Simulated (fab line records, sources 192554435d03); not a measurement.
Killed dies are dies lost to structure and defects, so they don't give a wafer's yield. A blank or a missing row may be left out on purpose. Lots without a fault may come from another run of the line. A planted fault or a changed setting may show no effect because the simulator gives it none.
Split-lot experiment | flow n5_finfet | 7 lots, 21 wafers read, on a route of 1938 steps

THE SPLIT
At N5_BEOL_M15_EXPOSE_25 (exposes mask M15, target cd 400 nm), the setting dose_mj was moved away from the recipe's 35.5 on 8 of the 21 wafers read, by -5.7% to +5.9%. The other wafers ran this setting at the recipe's value.

FROM THE SPLIT TO THE READING: what the file shows between them, 3 steps
- N5_BEOL_M15_PEB_26: peb time 90 s
- N5_BEOL_M15_DEVELOP_27: develop time 45 s
- N5_BEOL_M15_HARDBAKE_32: time 120 s

THE READING
cd_nm, in nm, at N5_BEOL_M15_CD_MEAS_28 (target cd 407.6 nm). Fault-free wafers of this fab line usually give 407 nm, standard deviation 3 nm.

wafer  | tool, chamber at the split | dose_mj as run | against the recipe | cd_nm, nm | against lot-mates on the recipe
L082.2 | krf_scanner-01, 0          | 37.61          | +5.9%              | 418       | +13
L082.3 | krf_scanner-01, 0          | 37.61          | +5.9%              | 413       | +8
L082.5 | krf_scanner-01, 0          | 35.5           | recipe             | 405       | -
L083.4 | krf_scanner-02, 0          | 35.5           | recipe             | 408       | -
L083.5 | krf_scanner-02, 0          | 33.47          | -5.7%              | 392       | -16
L083.6 | krf_scanner-02, 0          | 33.47          | -5.7%              | 392       | -16
L084.2 | krf_scanner-02, 0          | 35.5           | recipe             | 402       | -
L084.4 | krf_scanner-02, 0          | 35.5           | recipe             | 407       | -
L084.5 | krf_scanner-02, 0          | 35.5           | recipe             | 401       | -
L085.2 | krf_scanner-01, 0          | 36.26          | +2.1%              | 415       | +7
L085.3 | krf_scanner-01, 0          | 35.5           | recipe             | 408       | -
L085.5 | krf_scanner-01, 0          | 36.26          | +2.1%              | 411       | +3
L088.1 | krf_scanner-02, 0          | 35.5           | recipe             | 405       | -
L088.2 | krf_scanner-02, 0          | 35.5           | recipe             | 408       | -
L088.5 | krf_scanner-02, 0          | 35.5           | recipe             | 407       | -
L093.1 | krf_scanner-01, 0          | 34.38          | -3.2%              | 402       | -6
L093.3 | krf_scanner-01, 0          | 34.38          | -3.2%              | 398       | -10
L093.4 | krf_scanner-01, 0          | 35.5           | recipe             | 408       | -
L096.1 | krf_scanner-02, 0          | 35.5           | recipe             | 416       | -
L096.3 | krf_scanner-02, 0          | 35.5           | recipe             | 409       | -
L096.4 | krf_scanner-02, 0          | 35.5           | recipe             | 414       | -

THE FIT
A straight line over all 21 wafers: cd_nm changes by +2.07 nm for each +1% of dose_mj; r = +0.84; the points scatter about the line by 3.9 nm.
The same after taking each lot's own level away (the mean of its wafers on the recipe; 21 wafers): +2.29 nm for each +1%; r = +0.94; scatter 2.4 nm.
On that fit, the largest move of dose_mj shifts the reading by 14 nm.
The lots' own levels span 403.3 to 413.0 nm, that is 3.2 times the standard deviation above.
So the lot-to-lot level changes the slope little: the two slopes agree.
Check: with one of the wafers moved furthest among these (+5.9%) left out of the fit, the line predicts +13 nm for it against its lot-mates. It came out at +13 nm against them.

OTHER SPLITS ON THESE WAFERS
These wafers also went through other splits before the reading. Each is held against what the fit with the lots' levels taken away leaves over:
other split on the same wafers | wafers away from the commonest value | r with cd_nm (lot level and that fit taken away)
N5_BEOL_M8_COAT_22 spin_rpm    | 3                                    | -0.04
N5_BEOL_M10_ETCH_41 source_w   | 4                                    | +0.19
N5_BEOL_M11_COAT_60 spin_rpm   | 6                                    | +0.06
N5_BEOL_M11_ETCH_62 time_s     | 7                                    | +0.21
N5_BEOL_M13_SPUTTER_43 time_s  | 4                                    | +0.28
N5_BEOL_M15_EXPOSE_07 dose_mj  | 10                                   | -0.02

THE WHOLE CHAIN: every reading that the file lists as answering this split, in the file's order
step                   | what it does                                                            | reading                                                         | change (the file's fit)              | r (the file's)
N5_BEOL_M15_CD_MEAS_28 | target cd 407.6 nm                                                      | cd_nm                                                           | +2.32 nm for each +1% of the setting | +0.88
N5_BEOL_M15_DESCUM_33  | chemistry O2, time 7.9 s                                                | BEOL_M15.cd_nm (the simulator's own value, which no gauge read) | +2.32 nm for each +1% of the setting | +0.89
N5_BEOL_M15_ETCH_61    | etches BARC in N2/H2, target depth 89 nm, overetch 26.7 nm, time 67.9 s | BEOL_M15.cd_nm (the simulator's own value, which no gauge read) | +2.39 nm for each +1% of the setting | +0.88

THE FILE'S OWN FIT
cd_nm changes by +2.32 nm for each +1% of dose_mj, r = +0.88.
